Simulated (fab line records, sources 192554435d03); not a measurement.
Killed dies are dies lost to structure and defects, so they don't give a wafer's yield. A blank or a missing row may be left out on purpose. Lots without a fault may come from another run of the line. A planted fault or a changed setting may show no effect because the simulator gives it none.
Split-lot experiment | flow n5_finfet | 7 lots, 39 wafers read, on a route of 1938 steps

THE SPLIT
At N5_BEOL_M7_HM_DEP_02 (deposits TiN, target thk 20 nm), the setting target_thk_a was moved away from the recipe's 200 angstrom on 12 of the 39 wafers read, by -35.5% to +58.8%. The other wafers ran this setting at the recipe's value.

FROM THE SPLIT TO THE READING: what the file shows between them, 4 steps
- N5_BEOL_M7_COAT_59: time 60 s, resist thk 100 nm
- N5_BEOL_M7_COAT_60: time 60 s, resist thk 35 nm
- N5_BEOL_M7_STRIP_68: strips in N2/H2
- N5_BEOL_M7_STRIP_67: strips in CF4

THE READING
etch.depth_nm (the simulator's own value, which no gauge read), in nm, at N5_BEOL_M7_HM_OPEN_17 (chemistry Cl2/BCl3, target TiN, target depth 20 nm, overetch 6 nm). The file gives no usual value for it. The 27 wafers here that ran the recipe average 20.00 nm, standard deviation 0.25 nm.

wafer  | tool, chamber at the split | target_thk_a as run, angstrom | against the recipe | etch.depth_nm, nm | against lot-mates on the recipe
L074.1 | pvd_sputter-03, -          | 200                           | recipe             | 20.17             | -
L074.2 | pvd_sputter-03, -          | 287                           | +43.5%             | 25.23             | +5.08
L074.3 | pvd_sputter-03, -          | 287                           | +43.5%             | 26.16             | +6.01
L074.4 | pvd_sputter-03, -          | 200                           | recipe             | 20.13             | -
L074.5 | pvd_sputter-03, -          | 200                           | recipe             | 20.16             | -
L074.6 | pvd_sputter-03, -          | 287                           | +43.5%             | 26.09             | +5.94
L077.1 | pvd_sputter-02, -          | 200                           | recipe             | 19.74             | -
L077.5 | pvd_sputter-02, -          | 200                           | recipe             | 19.74             | -
L077.2 | pvd_sputter-02, -          | 200                           | recipe             | 19.72             | -
L077.3 | pvd_sputter-02, -          | 200                           | recipe             | 19.59             | -
L077.4 | pvd_sputter-02, -          | 200                           | recipe             | 19.55             | -
L077.6 | pvd_sputter-02, -          | 200                           | recipe             | 19.84             | -
L080.1 | pvd_sputter-03, -          | 129                           | -35.5%             | 12.97             | -7.23
L080.2 | pvd_sputter-03, -          | 129                           | -35.5%             | 13.4              | -6.80
L080.3 | pvd_sputter-03, -          | 200                           | recipe             | 20.18             | -
L080.4 | pvd_sputter-03, -          | 200                           | recipe             | 20.17             | -
L080.5 | pvd_sputter-03, -          | 129                           | -35.5%             | 13.07             | -7.13
L080.6 | pvd_sputter-03, -          | 200                           | recipe             | 20.26             | -
L081.1 | pvd_sputter-03, -          | 200                           | recipe             | 20.4              | -
L081.2 | pvd_sputter-03, -          | 269.8                         | +34.9%             | 26.43             | +6.14
L081.3 | pvd_sputter-03, -          | 200                           | recipe             | 20.34             | -
L081.4 | pvd_sputter-03, -          | 269.8                         | +34.9%             | 26.37             | +6.08
L081.5 | pvd_sputter-03, -          | 200                           | recipe             | 20.12             | -
L081.6 | pvd_sputter-03, -          | 269.8                         | +34.9%             | 26.39             | +6.10
L084.1 | pvd_sputter-03, -          | 317.6                         | +58.8%             | 26.35             | +6.38
L084.2 | pvd_sputter-03, -          | 200                           | recipe             | 20.03             | -
L084.3 | pvd_sputter-03, -          | 317.6                         | +58.8%             | 26.28             | +6.31
L084.4 | pvd_sputter-03, -          | 200                           | recipe             | 19.99             | -
L084.5 | pvd_sputter-03, -          | 200                           | recipe             | 19.88             | -
L084.6 | pvd_sputter-03, -          | 317.6                         | +58.8%             | 26.49             | +6.52
L088.1 | pvd_sputter-02, -          | 200                           | recipe             | 20.18             | -
L088.2 | pvd_sputter-02, -          | 200                           | recipe             | 19.62             | -
L088.3 | pvd_sputter-02, -          | 200                           | recipe             | 19.7              | -
L088.6 | pvd_sputter-02, -          | 200                           | recipe             | 19.7              | -
L088.4 | pvd_sputter-02, -          | 200                           | recipe             | 20.05             | -
L088.5 | pvd_sputter-02, -          | 200                           | recipe             | 20.11             | -
L096.2 | pvd_sputter-02, -          | 200                           | recipe             | 20.32             | -
L096.3 | pvd_sputter-02, -          | 200                           | recipe             | 20.27             | -
L096.5 | pvd_sputter-02, -          | 200                           | recipe             | 19.96             | -

THE FIT
A straight line over all 39 wafers: etch.depth_nm changes by +0.143 nm for each +1% of target_thk_a; r = +0.97; the points scatter about the line by 0.88 nm.
The same after taking each lot's own level away (the mean of its wafers on the recipe; 39 wafers): +0.142 nm for each +1%; r = +0.97; scatter 0.85 nm.
On that fit, the largest move of target_thk_a shifts the reading by 8.4 nm.
The lots' own levels span 19.697 to 20.287 nm, that is 2.4 times the standard deviation above.
So the lot-to-lot level changes the slope little: the two slopes agree.
Check: with one of the wafers moved furthest among these (+58.8%) left out of the fit, the line predicts +8.41 nm for it against its lot-mates. It came out at +6.38 nm against them.

OTHER SPLITS ON THESE WAFERS
These wafers also went through other splits before the reading. Each is held against what the fit with the lots' levels taken away leaves over:
other split on the same wafers | wafers away from the commonest value | r with etch.depth_nm (lot level and that fit taken away)
N5_BEOL_M3_ETCH_64 time_s      | 15                                   | -0.01

THE WHOLE CHAIN: every reading that the file lists as answering this split, in the file's order
step                   | what it does                                                      | reading                                                                          | change (the file's fit)                                                          | r (the file's)
N5_BEOL_M7_HM_DEP_02   | deposits TiN, target thk 20 nm                                    | TiN_of_BEOL_M7_HM_DEP_02.thk_nm (the simulator's own value, which no gauge read) | +0.203 nm for each +1% of the setting                                            | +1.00
N5_BEOL_M7_HM_OPEN_17  | chemistry Cl2/BCl3, target TiN, target depth 20 nm, overetch 6 nm | etch.depth_nm (the simulator's own value, which no gauge read)                   | +0.139 nm for each +1% of the setting                                            | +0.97
N5_BEOL_M7_OCD_MEAS_38 |                                                                   | trench_depth_nm                                                                  | not straight: 93.2 at the lowest setting, 92.4 at the recipe, 0.8 at the highest | not given

THE FILE'S OWN FIT
etch.depth_nm changes by +0.139 nm for each +1% of target_thk_a, r = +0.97.
